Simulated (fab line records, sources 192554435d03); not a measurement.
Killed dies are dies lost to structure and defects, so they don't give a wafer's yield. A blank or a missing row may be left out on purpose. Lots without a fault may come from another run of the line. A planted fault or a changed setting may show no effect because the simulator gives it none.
Chamber matching | flow n5_finfet | N5_GATE_CUT_SAC_CAP_01 on ald_sin-01: 4 sister chambers
The step material SiNx, target thk 24 nm, pulse time 1 s, ald cycles 480. 27 wafers are shown with their chamber, then 12 later ones without.

WAFERS WITH THEIR CHAMBER
wafer  | chamber | heater_power_w (W) | precursor_pulse_height_rel
L077.2 | 2       | 909                | 0.980
L077.4 | 0       | 843                | 0.996
L077.5 | 0       | 854                | 1.017
L079.1 | 3       | 924                | 0.990
L079.2 | 2       | 936                | 1.002
L079.3 | 1       | 858                | 0.976
L079.4 | 0       | 858                | 0.966
L079.5 | 3       | 892                | 1.027
L079.6 | 0       | 848                | 0.995
L085.2 | 3       | 929                | 1.011
L085.5 | 3       | 914                | 0.972
L085.6 | 2       | 915                | 1.040
L087.3 | 1       | 822                | 0.993
L087.4 | 0       | 857                | 0.977
L087.6 | 1       | 825                | 0.955
L089.1 | 3       | 947                | 0.981
L089.2 | 0       | 873                | 0.993
L089.3 | 1       | 831                | 1.023
L089.4 | 2       | 943                | 0.981
L089.5 | 1       | 833                | 1.000
L089.6 | 0       | 860                | 0.996
L090.3 | 1       | 841                | 1.011
L090.5 | 2       | 926                | 1.001
L090.6 | 3       | 925                | 1.005
L093.1 | 0       | 873                | 1.010
L093.2 | 3       | 931                | 1.008
L093.3 | 2       | 941                | 1.012

SIGNATURES (means of the wafers above)
reading                    | chamber 0 | chamber 1 | chamber 2 | chamber 3 | scatter within a chamber
heater_power_w             | 858.25    | 835.00    | 928.33    | 923.14    | 13.8
precursor_pulse_height_rel | 0.99375   | 0.99300   | 1.00267   | 0.99914   | 0.0203
Rule: a wafer's distance from a chamber is the root of the sum, over the readings, of the square of ((its reading less the chamber's mean) divided by the reading's scatter). The wafer belongs to the nearest chamber; if the next one is less than 2 further off, it can't be placed. The scatter: the root of (the sum of the squares of (reading less its chamber's mean) over the shown wafers, divided by (wafers less chambers)).

WAFERS WITHOUT THEIR CHAMBER
wafer  | heater_power_w (W) | precursor_pulse_height_rel
L093.4 | 839                | 0.995
L093.5 | 934                | 0.999
L093.6 | 941                | 0.997
L095.1 | 830                | 1.022
L095.5 | 943                | 0.960
L095.6 | 826                | 1.008
L096.1 | 837                | 0.981
L096.2 | 916                | 0.989
L096.6 | 820                | 1.023
L097.1 | 875                | 0.999
L097.3 | 848                | 1.011
L097.5 | 931                | 1.004

WHICH CHAMBER EACH WENT THROUGH
wafer  | from the rows above     | in truth
L093.4 | can't be placed: 1 or 0 | 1
L093.5 | can't be placed: 2 or 3 | 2
L093.6 | can't be placed: 2 or 3 | 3
L095.1 | can't be placed: 1 or 0 | 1
L095.5 | can't be placed: 2 or 3 | 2
L095.6 | can't be placed: 1 or 0 | 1
L096.1 | can't be placed: 1 or 0 | 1
L096.2 | can't be placed: 3 or 2 | 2
L096.6 | can't be placed: 1 or 0 | 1
L097.1 | can't be placed: 0 or 1 | 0
L097.3 | can't be placed: 0 or 1 | 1
L097.5 | can't be placed: 2 or 3 | 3
Placed correctly: 0 of 12. Can't be placed from these rows: 12 (the true chamber is among the candidates in 12). Placed wrongly: 0.
